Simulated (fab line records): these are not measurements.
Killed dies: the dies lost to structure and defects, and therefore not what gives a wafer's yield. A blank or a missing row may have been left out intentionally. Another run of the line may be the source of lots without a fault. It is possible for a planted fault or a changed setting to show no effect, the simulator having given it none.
Lot-split experiment | flow n5Finfet | 7 lots, 21 wafers read, on a route of 1938 steps

## THE SPLIT
At N5_BEOL_M0_SAQP_EXPOSE_37 (exposes mask M0 CUT1, target cd 30 nm), the setting doseMj was moved away from the recipe's 44.75 on 8 of the 21 wafers read, by -5.9% to +4.8%. All remaining wafers had this setting at the recipe value.

## FROM THE SPLIT TO THE READING: what the file shows between them, 2 steps
- N5_BEOL_M0_SAQP_PEB_38: peb time 60 s
- N5_BEOL_M0_SAQP_DEVELOP_39: develop time 30 s

## THE READING
cdNm at N5_BEOL_M0_SAQP_CD_MEAS_40, given in nm (cd target 30 nm). A value of 29.96 nm with a standard deviation of 0.28 nm is what fault-free wafers of this fab line usually give.

wafer  | tool, chamber at the split | doseMj as run | against the recipe | cdNm, nm | against lot-mates on the recipe
L077.4 | euvScanner-02, 0           | 46.92         | +4.8%              | 31.35    | +1.45
L077.5 | euvScanner-02, 0           | 44.75         | recipe             | 29.97    | -
L077.6 | euvScanner-02, 0           | 44.75         | recipe             | 29.84    | -
L078.1 | euvScanner-01, 0           | 44.75         | recipe             | 30.23    | -
L078.4 | euvScanner-01, 0           | 44.75         | recipe             | 30.19    | -
L078.5 | euvScanner-01, 0           | 44.75         | recipe             | 29.88    | -
L080.2 | euvScanner-02, 0           | 44.75         | recipe             | 29.98    | -
L080.3 | euvScanner-02, 0           | 46.05         | +2.9%              | 30.57    | +0.59
L080.5 | euvScanner-02, 0           | 46.05         | +2.9%              | 30.79    | +0.81
L084.2 | euvScanner-01, 0           | 44.75         | recipe             | 30.15    | -
L084.4 | euvScanner-01, 0           | 44.75         | recipe             | 30.18    | -
L084.6 | euvScanner-01, 0           | 42.62         | -4.8%              | 28.95    | -1.21
L087.1 | euvScanner-01, 0           | 45.62         | +1.9%              | 30.26    | +0.88
L087.2 | euvScanner-01, 0           | 44.75         | recipe             | 29.58    | -
L087.3 | euvScanner-01, 0           | 44.75         | recipe             | 29.18    | -
L088.1 | euvScanner-02, 0           | 42.12         | -5.9%              | 28.39    | -1.40
L088.2 | euvScanner-02, 0           | 44.75         | recipe             | 29.79    | -
L088.6 | euvScanner-02, 0           | 42.12         | -5.9%              | 28.64    | -1.15
L094.2 | euvScanner-02, 0           | 44.75         | recipe             | 30.10    | -
L094.3 | euvScanner-02, 0           | 44.75         | recipe             | 29.60    | -
L094.5 | euvScanner-02, 0           | 42.79         | -4.4%              | 28.98    | -0.87

THE FIT
A straight line over all 21 wafers: cdNm changes by +0.241 nm for each +1% of doseMj; r = +0.93; the points scatter about the line by 0.26 nm.
The same after taking each lot's own level away (the mean of its wafers on the recipe; 21 wafers): +0.244 nm for each +1%; r = +0.97; scatter 0.18 nm.
According to that fit, moving doseMj by its largest amount changes the reading by 1.4 nm.
From 29.380 to 30.165 nm: that is the span of the lots' own levels, equal to 2.8 times the standard deviation above.
Consequently the slope shifts little with the lot-to-lot level, the two slopes agreeing.
Check: with one of the wafers moved furthest among these (-5.9%) left out of the fit, the line predicts -1.37 nm for it against its lot-mates. Against them it came out at -1.4 nm.

## THE OTHER SPLITS THESE WAFERS WENT THROUGH
Before the reading, these wafers also passed through other splits. Each is held against what the fit with the lots' levels taken away leaves over:
other split on the same wafers       | wafers away from the commonest value | r with cdNm (lot level and that fit taken away)
N5_GATE_CUT_DESCUM_18 timeS          | 8                                    | -0.03
N5_MOL_CONTACT_COAG_ALD_27 aldCycles | 5                                    | -0.04
N5_MOL_CONTACT_COAG_COAT_76 spinRpm  | 5                                    | -0.47

## THE WHOLE CHAIN: every reading that the file lists as answering this split, in the file's order
step                       | what it does                                                | reading                                                            | change (the file's fit)               | r (the file's)
N5_BEOL_M0_SAQP_CD_MEAS_40 | target cd 30 nm                                             | cdNm                                                               | +0.248 nm for each +1% of the setting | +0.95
N5_BEOL_M0_SAQP_DESCUM_45  | chemistry O2, time 7 s                                      | BEOL_M0_SAQP.cdNm (the simulator's own value, which no gauge read) | +0.195 nm for each +1% of the setting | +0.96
N5_BEOL_M0_SAQP_ETCH_88    | etches underlayer in N2/H2, target depth 6.5 nm, time 5.2 s | BEOL_M0_SAQP.cdNm (the simulator's own value, which no gauge read) | +0.216 nm for each +1% of the setting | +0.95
N5_BEOL_M0_SAQP_ETCH_73    | etches SiARC in CF4, target depth 19.5 nm, time 32.5 s      | BEOL_M0_SAQP.cdNm (the simulator's own value, which no gauge read) | +0.259 nm for each +1% of the setting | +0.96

## THE FILE'S OWN FIT
cdNm changes by +0.248 nm for each +1% of doseMj, r = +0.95.
